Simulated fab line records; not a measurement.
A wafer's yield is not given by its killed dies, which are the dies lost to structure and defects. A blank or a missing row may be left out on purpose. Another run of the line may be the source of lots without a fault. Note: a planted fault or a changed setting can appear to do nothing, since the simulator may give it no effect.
Code-filled problem report in 8D (eight disciplines) form | flow nandHarc | the parts of the form that need people (team, actions taken, sign-off) are left out

== 1. PROBLEM STATEMENT ==
rawDefectCount at NHARC_P_GATE_INSPECT_28 reads a mean of 406 on 1 wafer of 1 lot; wafers without a fault read 6 with a standard deviation of 3.2. That is +99 or more standard deviations from the usual mean.
Earliest sighting: wafer L753.5 on defectInspect-01 at day 7 07:08. The record holds 30 wafers of 10 lots with a number at this step. Rule for "out", or "out of limits": more than 4 standard deviations from the usual mean. The other wafers with a number count as sound.

== 2. WHAT THIS IS AND IS NOT ==
question                    | is               | is not
which readings at this step | rawDefectCount   | -
which lots                  | L753             | L744, L745, L749, L750, L756, L761, L762, L765, L766
which wafers of those lots  | L753.5           | L753.1, L753.4
read on which gauges        | defectInspect-01 | defectInspect-02
when                        | from day 7 07:08 | up to then (14 sound wafers); but 15 sound wafers of L756, L761, L762, L765, L766 came after

== 3. THE SUSPECTS, EACH WITH WHAT RULES IT OUT ==
Counting: a tool at a process step up to the reading stays a suspect if it ran every lot that is out. Sound lots after the first of them don't rule it out here, since some wafers of a struck lot are sound.
- the gauge at NHARC_P_GATE_INSPECT_28: ruled out. All the wafers that are out were read on defectInspect-01, but those of them that NHARC_END_SORT_01 has rows for are out there too, on other tools.
- wetBench-01 at NHARC_P_GATE_PRECLEAN_70 (cleans in SC1): kept. It ran the lot that is out, L753 (day 6 03:55); its last sound lot up to then is L750 (day 5 13:43).
- aclDep-02 at NHARC_P_GATE_HM_DEP_102 (deposits aC, target thk 120 nm): kept. It ran the lot that is out, L753 (day 7 05:39); its last sound lot up to then is L745 (day 5 01:11).
- At NHARC_P_GATE_PRECLEAN_70, inside wetBench-01: chamber 4 took the wafers that are out, while their sound lot-mates went through chambers 1, 7.
What counting leaves: wetBench-01 at NHARC_P_GATE_PRECLEAN_70 and aclDep-02 at NHARC_P_GATE_HM_DEP_102.

== 4. THE CAUSE (what the simulator had put in) ==
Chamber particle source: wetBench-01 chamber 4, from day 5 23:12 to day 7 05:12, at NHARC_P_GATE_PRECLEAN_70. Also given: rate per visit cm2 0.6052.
This tool is one of the 2 suspects left after counting.

== 5. SEQUENCE OF EFFECTS, ordered by route ==
Each row: a reading whose mean over the struck wafers that have a number lies more than 3 standard deviations from the usual. Readings are gone through only where the record gives a usual standard deviation; hours: the median, over the lots, of the time from a lot's start at the first step in this table giving one to that lot's start at this step; sigmas: the change measured in usual standard deviations.
hours | step                    | reading           | usual | on struck wafers | change | sigmas
0     | NHARC_P_GATE_INSPECT_28 | rawDefectCount    | 6     | 406              | +400   | +99 or more
19    | NHARC_P_GATE_INSPECT_68 | rawDefectCount    | 211   | 591              | +380   | +4.9
379   | NHARC_END_SORT_01       | killedAtPeriphery | 3.8   | 36.0             | +32.2  | +15
379   | NHARC_END_SORT_01       | killedDies        | 33    | 70               | +37    | +4.1

== 6. WHAT WOULD HAVE CAUGHT IT SOONER ==
The first out-of-limits reading at a measuring or inspecting step in this record came at day 7 07:08, 32 hours after the fault's start at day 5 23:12.
No tool reading at NHARC_P_GATE_PRECLEAN_70 that has a usual standard deviation in the record was out on any struck wafer, so an alarm limit of 4 standard deviations on those readings would not have fired.
All the lots that are out (1) had begun NHARC_P_GATE_PRECLEAN_70 on wetBench-01 by day 7 07:08. Had the tool been put on hold then, not one of them would have been saved.
